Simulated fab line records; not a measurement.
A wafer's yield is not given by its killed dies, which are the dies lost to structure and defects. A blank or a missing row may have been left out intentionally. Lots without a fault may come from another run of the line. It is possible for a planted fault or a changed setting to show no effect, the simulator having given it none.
fab line records    flow n5_finfet
[record] lots = 7  wafers = 21
route steps=1938 shown BEOL_M12@1609 BEOL_M13@1680 BEOL_M15@1809 TV_LITHO@1879 TV_OPEN@1888
start_h: hours from the record's opening day to when the first of the lot's shown wafers began    wait_h: hours from the lot's prior step to this one    " unchanged from the row above    L1.1+2: one row covering several wafers at once    - value missing, or start not given    * or withheld: withheld    < > ~ a bound
route shown NAME@n: names a module that has steps shown in the file, with the first one's number in the route    usual: average and standard deviation across the fault-free wafers    same: alike in all rows    chamber/n: place in a boat    sites: each site's reading    _std_site: standard deviation of those values    _edge_site: outer sites' mean less inner sites'    radius_mm: how far each site lies from the wafer's centre    mask NAME#n: copy n    behind: the last tool/chamber to shape the wafer    hold: the reason the lot was held/the length of the hold in hours/how it ended    device: names the non-switching transistor (n, p or np)    end of line: the route-end tests of the same wafers    a step without rows: its recipe alone    killed: dies that structure and defects cost at the first sort, which is not the same as the wafer's yield    map: the dies of a wafer, with x for killed, . for not killed, _ for no die there
set.NAME: setting as actually run; set.NAME@STEP: the setting as run at that earlier step    model.NAME: the simulator's own value behind a step, which no gauge read
one table per step and one row per wafer, for lots whose settings were changed on purpose
[[steps]]
[step N5_BEOL_M12_PEB_08]
[recipe] peb_temp_c = 130  peb_time_s = 90
lot.wafer   tool            chamber  start_h  wait_h  set.peb_time_s
L074.2+4    litho_track-05  0        237.22   0.0     90
L074.6      "               0        "        "       97.87
L075.1+4+5  litho_track-04  0        252.65   0.1     90
L078.1+3+6  litho_track-04  0        298.51   0.1     90
L090.4      litho_track-01  0        354.58   0.0     90
L090.5+6    "               0        "        "       82.45
L089.1+3+4  litho_track-04  0        360.91   0.1     90
L091.2      litho_track-05  0        363.35   0.0     90
L091.3+4    "               0        "        "       72.64
L096.1+5    litho_track-05  0        387.05   0.1     90
L096.3      "               0        "        "       95.15
[step N5_BEOL_M12_DEVELOP_09]
[recipe] develop_time_s = 45  rinse_liquid = diw  dry = air_spin  dev_temp_c = 21
[step N5_BEOL_M12_HARDBAKE_14]
[recipe] temp_c = 130  time_s = 120
[step N5_BEOL_M12_DESCUM_15]
[recipe] chemistry = O2  time_s = 7.9  source_power_w = 50  bias_power_w = 20  pressure_mtorr = 20  rf_frequency_hz = 2.712e+07  temp_c = 40  o2_flow_sccm = 225
[step N5_BEOL_M12_ETCH_59]
[recipe] chemistry = N2/H2  target = BARC  target_depth_a = 890  overetch_a = 267  time_s = 67.9  ion_energy_ev = 200  pressure_mtorr = 30  source_w = 840  bias_w = 150  n2_flow_sccm = 200  h2_flow_sccm = 200
[step N5_BEOL_M12_VIA_ETCH_16]
[recipe] chemistry = C4F8/O2/Ar  target = SiOC  pressure_mtorr = 30  source_w = 3000  bias_w = 700  Ar_flow_sccm = 400  C4F8_flow_sccm = 15  O2_flow_sccm = 8  he_inner_torr = 15  he_outer_torr = 30  target_depth_a = 7248  time_s = withheld  ion_energy_ev = 250  ends = cleared
lot.wafer  tool         chamber  start_h  wait_h  set.time_s@BEOL_M12_ILD_DEP_00  model.etch.depth_nm  model.coat_of_BEOL_M12_COAT_04.thk_nm
L074.2     rie_diel-04  0        237.51   0.0     *                               727.9                102.4
L074.4     "            0        "        "       *                               654.2                122.2
L074.6     "            2        "        "       *                               654.4                125
L075.1     rie_diel-04  2        253.05   0.1     *                               695.4                111.4
L075.4     "            2        "        "       *                               653                  124.2
L075.5     "            0        "        "       *                               659.3                121.6
L078.1     rie_diel-06  2        298.80   0.0     *                               654.1                122.8
L078.3     "            1        "        "       *                               655                  120.6
L078.6     "            3        "        "       *                               617.8                133.4
L090.4     rie_diel-05  1        354.91   0.0     *                               661.2                122.6
L090.5     "            2        "        "       *                               635.2                131
L090.6     "            3        "        "       *                               662                  121.6
L089.1     rie_diel-04  0        361.20   0.0     *                               650.3                124.8
L089.3     "            3        "        "       *                               652.1                120.4
L089.4     "            1        "        "       *                               659.5                122.4
L091.2     rie_diel-04  1        363.87   0.0     *                               623                  133.4
L091.3     "            3        "        "       *                               664.4                118
L091.4     "            0        "        "       *                               636.9                127.2
L096.1     rie_diel-06  3        387.34   0.0     *                               641.2                128.6
L096.3     "            2        "        "       *                               654.5                126
L096.5     "            0        "        "       *                               582.8                148
[step N5_BEOL_M12_STRIP_63]
[recipe] chemistry = N2/H2  power_w = 1000  temp_c = 250  h2_frac = 0.65  overash_fraction = 0.3  pressure_mtorr = 1000  n2_flow_sccm = 1750  h2_flow_sccm = 3250
[usual] strip_time_to_endpoint_s = 42.6/0.98
lot.wafer  tool             chamber  start_h  wait_h  set.time_s@BEOL_M12_ILD_DEP_00  strip_time_to_endpoint_s
L074.2     plasma_asher-01  0        237.71   -       149.9                           36.8
L074.4     "                1        "        "       130.7                           42.2
L074.6     "                0        "        "       130.7                           43.0
L075.1     plasma_asher-01  1        253.57   -       140.8                           39.4
L075.4     "                1        "        "       130.7                           42.8
L075.5     "                1        "        "       130.7                           42.1
L078.1     plasma_asher-02  0        299.00   -       130.7                           42.4
L078.3     "                1        "        "       130.7                           41.9
L078.6     "                0        "        "       121                             45.3
L090.4     plasma_asher-02  1        355.13   -       130.7                           42.4
L090.5     "                0        "        "       124.1                           44.6
L090.6     "                1        "        "       130.7                           42.1
L089.1     plasma_asher-02  1        361.40   -       130.7                           43.0
L089.3     "                1        "        "       130.7                           41.8
L089.4     "                0        "        "       130.7                           42.3
L091.2     plasma_asher-01  0        364.06   -       124.3                           45.3
L091.3     "                0        "        "       130.7                           41.2
L091.4     "                1        "        "       124.3                           43.6
L096.1     plasma_asher-02  0        387.54   -       130.7                           44.0
L096.3     "                0        "        "       130.7                           43.3
L096.5     "                0        "        "       117.5                           49.1
[step N5_BEOL_M13_COAT_65]
[recipe] resist = SOC  temp_c = 250  time_s = 60  spin_rpm = 1500  resist_thk_nm = 350
lot.wafer  tool            chamber  start_h  wait_h  set.spin_rpm  model.SOC_of_BEOL_M13_COAT_65.thk_nm
L074.2     litho_track-02  0        249.39   0.0     1500          351.4
L074.4     "               0        "        "       1500          351
L074.6     "               0        "        "       1500          350.8
L075.1     litho_track-02  0        259.18   0.0     1448          355
L075.4     "               0        "        "       1448          354.6
L075.5     "               0        "        "       1500          348.4
L078.1     litho_track-02  0        304.29   0.0     1500          350.2
L078.3     "               0        "        "       1632          336
L078.6     "               0        "        "       1632          336.8
L090.4     litho_track-02  0        362.60   0.0     1546          346.2
L090.5     "               0        "        "       1546          345.8
L090.6     "               0        "        "       1546          347
L089.1     litho_track-02  0        368.27   0.0     1500          350.8
L089.3     "               0        "        "       1500          351.6
L089.4     "               0        "        "       1500          350.6
L091.2+3   litho_track-02  0        369.95   0.0     1500          350.6
L091.4     "               0        "        "       1500          350.4
L096.1     litho_track-02  0        396.97   0.0     1412          361.4
L096.3     "               0        "        "       1500          351.2
L096.5     "               0        "        "       1500          349.6
[step N5_BEOL_M15_TRENCH_ETCH_34]
[recipe] chemistry = C4F8/O2/Ar  target = SiO2  target_depth_a = 8729.3  he_inner_torr = 15  he_outer_torr = 30  time_s = 199  ion_energy_ev = 800  pressure_mtorr = 20  source_w = 1905  bias_w = 2040  Ar_flow_sccm = 400  C4F8_flow_sccm = 16  O2_flow_sccm = 12
lot.wafer  tool         chamber  start_h  wait_h  set.time_s  model.etch.depth_nm
L074.2     rie_diel-01  1        263.66   0.0     199         864.2
L074.4     "            0        "        "       199         881.8
L074.6     "            2        "        "       199         876.6
L075.1     rie_diel-02  2        272.99   0.0     199         938.3
L075.4     "            0        "        "       240.7       1064
L075.5     "            3        "        "       240.7       1032
L078.1     rie_diel-03  0        319.89   0.0     168.5       722.5
L078.3     "            1        "        "       168.5       735.4
L078.6     "            0        "        "       199         852.8
L090.4     rie_diel-02  3        375.86   0.0     199         861.5
L090.5     "            2        "        "       199         953.2
L090.6     "            1        "        "       229.1       974.1
L089.1     rie_diel-01  1        379.48   0.0     199         854.3
L089.3     "            3        "        "       199         842
L089.4     "            2        "        "       199         865.6
L091.2     rie_diel-01  0        382.90   0.0     185.5       801.4
L091.3     "            2        "        "       199         867.9
L091.4     "            0        "        "       199         864.7
L096.1     rie_diel-01  3        411.76   0.0     222         960.6
L096.3     "            1        "        "       222         939.4
L096.5     "            0        "        "       199         870.1
[step N5_BEOL_M15_STRIP_36]
[recipe] chemistry = O2  power_w = 600  temp_c = 60  pressure_mtorr = 30  rf_frequency_hz = 6e+07  bias_power_w = 0  overash_fraction = 0.3  o2_flow_sccm = 225
[step N5_BEOL_M15_ECD_47]
[recipe] material = Cu  target_thk_a = 18600
[step N5_BEOL_M15_ANNEAL_48]
[recipe] temp_c = 225  time_s = 90  ambient = N2
[step N5_BEOL_M15_CMP_49]
[recipe] stop_on = SiO2  t_overpolish_s = 4.9  down_force_psi = 2  platen_rpm = 80  clearing_platen_down_force_psi = 2  clearing_platen_rpm = 80  post_cmp_clean = cu_alkaline  target_thk_nm = 850  clearing_platen_pad_velocity_m_s = 1.5917  pad_velocity_m_s = 1.5917
lot.wafer  tool    chamber  start_h  wait_h  set.time_s@BEOL_M15_TRENCH_ETCH_34  model.Cu_of_BEOL_M15_ECD_47.thk_nm
L074.2     cmp-03  1        269.89   0.2     199                                 843.8
L074.4     "       3        "        "       199                                 859.4
L074.6     "       1        "        "       199                                 856.8
L075.4     cmp-03  3        275.14   0.2     240.7                               1042
L075.1     "       0        "        "       199                                 917.6
L075.5     "       2        "        "       240.7                               1009
L078.3     cmp-04  1        323.65   0.2     168.5                               711.4
L078.1     "       2        "        "       168.5                               696.8
L078.6     "       1        "        "       199                                 828.4
L090.4     cmp-04  0        377.55   0.2     199                                 839.6
L090.5     "       3        "        "       199                                 931.4
L090.6     "       0        "        "       229.1                               954.2
L089.1     cmp-04  3        385.49   0.3     199                                 831.2
L089.3     "       0        "        "       199                                 819.6
L089.4     "       1        "        "       199                                 841.2
L091.4     cmp-04  3        385.78   0.1     199                                 842.8
L091.2     "       0        "        "       185.5                               780.8
L091.3     "       1        "        "       199                                 844.8
L096.3     cmp-02  2        414.20   0.2     222                                 916.6
L096.1     "       0        "        "       222                                 938
L096.5     "       1        "        "       199                                 847.6
[step N5_BEOL_M15_THK_MEAS_50]
[recipe] thk_meas_gauge = xrf  reads = Cu_of_BEOL_M15_ECD_47
[usual] M15_THK = 841/26
lot.wafer  tool           chamber  start_h  wait_h  set.time_s@BEOL_M15_TRENCH_ETCH_34  M15_THK[nm]
L074.2     film_metro-02  -        270.15   -       199                                 846
L074.4     "              -        "        "       199                                 864
L074.6     "              -        "        "       199                                 861
L075.1     film_metro-01  -        275.35   -       199                                 909
L075.4     "              -        "        "       240.7                               1032
L075.5     "              -        "        "       240.7                               998
L078.1     film_metro-01  -        323.94   -       168.5                               695
L078.3     "              -        "        "       168.5                               713
L078.6     "              -        "        "       199                                 826
L090.4     film_metro-01  -        377.81   -       199                                 835
L090.5     "              -        "        "       199                                 927
L090.6     "              -        "        "       229.1                               946
L089.1     film_metro-02  -        385.78   -       199                                 832
L089.3     "              -        "        "       199                                 815
L089.4     "              -        "        "       199                                 839
L091.2     film_metro-02  -        386.08   -       185.5                               788
L091.3     "              -        "        "       199                                 852
L091.4     "              -        "        "       199                                 845
L096.1     film_metro-02  -        414.45   -       222                                 936
L096.3     "              -        "        "       222                                 908
L096.5     "              -        "        "       199                                 842
[step N5_PASSIVATION_EXPOSE_07]
[recipe] mask_id = TV  na = 0.55  source_shape = conventional  sigma_outer = 0.8  polarization = unpolarized  defocus_nm = 0  target_cd_nm = 3000  dose_mj = 22.75
lot.wafer   tool            chamber  start_h  wait_h  mask  set.dose_mj
L074.2+4    krf_scanner-02  0        277.81   -       TV#0  22.75
L074.6      "               0        "        "       TV#0  24.31
L075.1+4+5  krf_scanner-02  0        282.39   -       TV#0  22.75
L078.1+3    krf_scanner-02  0        334.37   -       TV#0  23.82
L078.6      "               0        "        "       TV#0  22.75
L090.4+5    krf_scanner-02  0        386.99   -       TV#0  22.75
L090.6      "               0        "        "       TV#0  24.25
L089.1+3+4  krf_scanner-02  0        391.54   -       TV#0  22.75
L091.2      krf_scanner-02  0        392.47   -       TV#0  23.71
L091.3+4    "               0        "        "       TV#0  22.75
L096.1      krf_scanner-02  0        422.73   -       TV#0  22.75
L096.3+5    "               0        "        "       TV#0  22.12
[step N5_PASSIVATION_PEB_08]
[recipe] peb_temp_c = withheld  peb_time_s = *
lot.wafer   tool            chamber  start_h  wait_h  set.peb_time_s
L074.2+4+6  litho_track-03  0        277.86   0.0     *
L075.1+4    litho_track-01  0        282.45   0.1     *
L075.5      "               0        "        "       *
L078.1+6    litho_track-02  0        334.43   0.1     *
L078.3      "               0        "        "       *
L090.4      litho_track-03  0        387.03   0.0     *
L090.5+6    "               0        "        "       *
L089.1+3+4  litho_track-03  0        391.60   0.1     *
L091.2+3    litho_track-01  0        392.52   0.0     *
L091.4      "               0        "        "       *
L096.1+3+5  litho_track-01  0        422.79   0.1     *
[step N5_PASSIVATION_DEVELOP_09]
[recipe] develop_time_s = 60  rinse_liquid = diw  dry = air_spin  dev_temp_c = 21
[step N5_PASSIVATION_HARDBAKE_11]
[recipe] temp_c = 130  time_s = 120
[step N5_PASSIVATION_CD_MEAS_10]
[recipe] target_cd_nm = 3000  landing_energy_ev = 500  detector = se_inlens
[usual] cd_nm = 3002/3.1
lot.wafer  tool       chamber  start_h  wait_h  set.dose_mj@PASSIVATION_EXPOSE_07  cd_nm
L074.2     cd_sem-03  0        277.98   -       22.75                              3004
L074.4     "          0        "        "       22.75                              3001
L074.6     "          0        "        "       24.31                              3016
L075.1     cd_sem-01  0        282.57   -       22.75                              3004
L075.4     "          0        "        "       22.75                              3003
L075.5     "          0        "        "       22.75                              3010
L078.1     cd_sem-03  0        334.55   -       23.82                              3014
L078.3     "          0        "        "       23.82                              3007
L078.6     "          0        "        "       22.75                              3002
L090.4     cd_sem-01  0        387.15   -       22.75                              3004
L090.5     "          0        "        "       22.75                              3005
L090.6     "          0        "        "       24.25                              3027
L089.1     cd_sem-03  0        391.72   -       22.75                              3006
L089.3     "          0        "        "       22.75                              3004
L089.4     "          0        "        "       22.75                              2997
L091.2     cd_sem-01  0        392.64   -       23.71                              3019
L091.3     "          0        "        "       22.75                              3003
L091.4     "          0        "        "       22.75                              3008
L096.1     cd_sem-01  0        422.91   -       22.75                              2996
L096.3     "          0        "        "       22.12                              2996
L096.5     "          0        "        "       22.12                              2995
[step N5_PASSIVATION_VIA_ETCH_13]
[recipe] chemistry = CHF3/O2  target = SiO2  target_depth_a = 6600  CHF3_flow_sccm = 50  O2_flow_sccm = 5  Ar_flow_sccm = 200  time_s = 330  mask_material = PR  pressure_mtorr = 30  source_w = 650  bias_w = 170  ion_energy_ev = 200  ends = cleared
[usual] rf_vpp_V = 530/17
lot.wafer  tool         chamber  start_h  wait_h  set.bias_w  rf_vpp_V
L074.2     rie_diel-01  1        278.38   0.0     153.2       482
L074.4     "            0        "        "       170         518
L074.6     "            2        "        "       153.2       491
L075.1     rie_diel-02  0        282.94   0.0     170         512
L075.4     "            1        "        "       152         465
L075.5     "            3        "        "       152         508
L078.1     rie_diel-03  1        334.87   0.0     170         540
L078.3     "            0        "        "       142.9       464
L078.6     "            2        "        "       142.9       465
L090.4     rie_diel-03  2        387.41   0.0     170         534
L090.5     "            1        "        "       170         539
L090.6     "            0        "        "       160.3       510
L089.1     rie_diel-02  3        391.96   0.0     170         556
L089.3     "            1        "        "       170         509
L089.4     "            2        "        "       170         538
L091.2     rie_diel-01  2        393.00   0.0     170         535
L091.3     "            1        "        "       170         523
L091.4     "            1        "        "       150.2       474
L096.1     rie_diel-03  2        423.32   0.0     170         536
L096.3     "            0        "        "       170         533
L096.5     "            1        "        "       170         539
[[key]]
[split] step = N5_BEOL_M12_PEB_08  setting = peb_time_s  stated = 90  by = wafer
response none clear
[split] step = N5_BEOL_M13_COAT_65  setting = spin_rpm  stated = 1500  by = wafer
[response] step = N5_BEOL_M13_COAT_65  reading = model.SOC_of_BEOL_M13_COAT_65.thk_nm  change = -1.68  per = 1%  r = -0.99
[split] step = N5_BEOL_M15_TRENCH_ETCH_34  setting = time_s  stated = 199  by = wafer
[response] step = N5_BEOL_M15_TRENCH_ETCH_34  reading = model.etch.depth_nm  change = +6.07  per = 1%  r = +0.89
[response] step = N5_BEOL_M15_CMP_49  reading = model.Cu_of_BEOL_M15_ECD_47.thk_nm  change = +6.06  per = 1%  r = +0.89
[response] step = N5_BEOL_M15_THK_MEAS_50  reading = M15_THK  change = +5.91  per = 1%  r = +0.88
[split] step = N5_PASSIVATION_EXPOSE_07  setting = dose_mj  stated = 22.75  by = wafer
[response] step = N5_PASSIVATION_CD_MEAS_10  reading = cd_nm  change = +2.45  per = 1%  r = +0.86
[split] step = N5_PASSIVATION_PEB_08  setting = peb_time_s  stated = *  by = wafer
response none clear
[split] step = N5_PASSIVATION_VIA_ETCH_13  setting = bias_w  stated = 170  by = wafer
[response] step = N5_PASSIVATION_VIA_ETCH_13  reading = rf_vpp_V  change = +4.07  per = 1%  r = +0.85
split outside_this_file step=N5_BEOL_M12_ILD_DEP_00 setting=time_s
// split outside_this_file: this setting was split too, and the file shows its column; the key of that split is in another file
